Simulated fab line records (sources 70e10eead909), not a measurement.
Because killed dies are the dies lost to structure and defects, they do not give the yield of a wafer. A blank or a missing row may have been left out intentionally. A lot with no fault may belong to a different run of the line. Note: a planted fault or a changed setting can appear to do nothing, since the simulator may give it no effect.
The same fault as seen by 3 desks | flow nand_harc | every desk sees just its own numbers, and what lay behind them comes last

## FROM THE METROLOGY DESK
Means of the sampled wafers that have a number, per lot and without regard to the tool the lot ran on: this is what the gauges read. The brackets show how far a lot's mean lies from the usual mean; more than 4 standard deviations puts the lot out of limits, marked OUT.
Columns: A = cd_nm at NHARC_A_CONTACT_CD_MEAS_42, usual 300.0 nm; B = overlay_x_nm at NHARC_A_CONTACT_OVL_MEAS_43, usual 0.0 nm; C = overlay_y_nm at NHARC_A_CONTACT_OVL_MEAS_43, usual -0.2 nm
lot  | first seen here | A     | B    | C
L675 | day 23 03:08    | 299.8 | -0.5 | 0.5
L683 | day 26 05:54    | 299.9 | -1.7 | -1.1
L689 | day 28 14:47    | 300.3 | 1.4  | -1.2
L690 | day 28 17:31    | 299.6 | -0.7 | 0.5
L691 | day 29 13:50    | 300.1 | 0.9  | 0.1
L693 | day 30 21:23    | 300.1 | -0.1 | -1.3
This desk's verdict: no lot among the 6 shows anything out of limits.

## THE TOOL OWNER'S DESK: rie_diel-03
The tool's own readings at NHARC_A_CONTACT_ETCH_49 (etches the open film in N2/H2, target depth 260 nm, time 475.3 s): means of the sampled wafers that have a number, for each lot that ran on this tool. The brackets show how far a lot's mean lies from the usual mean; more than 4 standard deviations puts the lot out of limits, marked OUT. Readings shown: 7 out of 8 (the first out of limits, and those lying furthest out on some lot).
Columns: A = drypump_motor_current_A at NHARC_A_CONTACT_ETCH_49, usual 5.7 A; B = h2_flow_sccm at NHARC_A_CONTACT_ETCH_49, usual 150.0 sccm; C = rf_fwd_power_W at NHARC_A_CONTACT_ETCH_49, usual 399.6 W; D = rf_vpp_V at NHARC_A_CONTACT_ETCH_49, usual 430.1 V; E = run_length_s at NHARC_A_CONTACT_ETCH_49, usual 496.7 s; F = showerhead_plenum_p_Torr at NHARC_A_CONTACT_ETCH_49, usual 2.03 Torr; G = throttle_valve_pct at NHARC_A_CONTACT_ETCH_49, usual 14.171 %
lot  | first seen here | A   | B     | C     | D     | E               | F    | G
L675 | day 23 03:31    | 5.4 | 150.5 | 398.8 | 429.1 | 496.8           | 2.01 | 14.172
L683 | day 26 06:15    | 5.4 | 149.4 | 399.6 | 430.2 | 496.8           | 2.01 | 14.163
L690 | day 28 17:52    | 5.4 | 150.0 | 399.9 | 429.6 | 457.6 (-77) OUT | 2.00 | 14.176
L691 | day 29 14:17    | 5.7 | 149.9 | 400.9 | 429.7 | 457.1 (-78) OUT | 1.99 | 14.173
Finding of this desk: L690, L691 out of limits; the first was L690 at day 28 17:52, on run_length_s at NHARC_A_CONTACT_ETCH_49. Within limits: L675, L683.

## THE DEFECT DESK
What the inspections along the route counted, lot by lot: means of the sampled wafers that have a number. The brackets show how far a lot's mean lies from the usual mean; more than 4 standard deviations puts the lot out of limits, marked OUT.
Columns: A = raw_defect_count at NHARC_A_CONTACT_INSPECT_44, usual 77
lot  | first seen here | A
L675 | day 23 03:16    | 106
L683 | day 26 06:01    | 76
L689 | day 28 14:55    | 105
L690 | day 28 17:38    | 70
L691 | day 29 13:58    | 87
L693 | day 30 21:31    | 51
This desk's verdict: no lot among the 6 shows anything out of limits.

## BROUGHT TOGETHER
On L690, L691, at day 28 17:52, an alarm was possible from the tool owner's desk.
Nothing out of limits was seen by the metrology desk.
Nothing the defect desk looked at was out of limits.
The metrology desk holds a record of L690, L691, inside its limits.
The defect desk has L690, L691 on record, within its limits.
All the named lots went through NHARC_A_CONTACT_ETCH_49 on rie_diel-03.

## WHAT THE SIMULATOR HAD PUT IN
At NHARC_A_CONTACT_ETCH_49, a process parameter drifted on rie_diel-03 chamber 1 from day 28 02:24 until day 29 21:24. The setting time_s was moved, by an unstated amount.
Struck lots among those shown: L690, L691.
Time in hours from fault onset to the first out-of-limits reading at each desk: the tool owner's desk, 15.
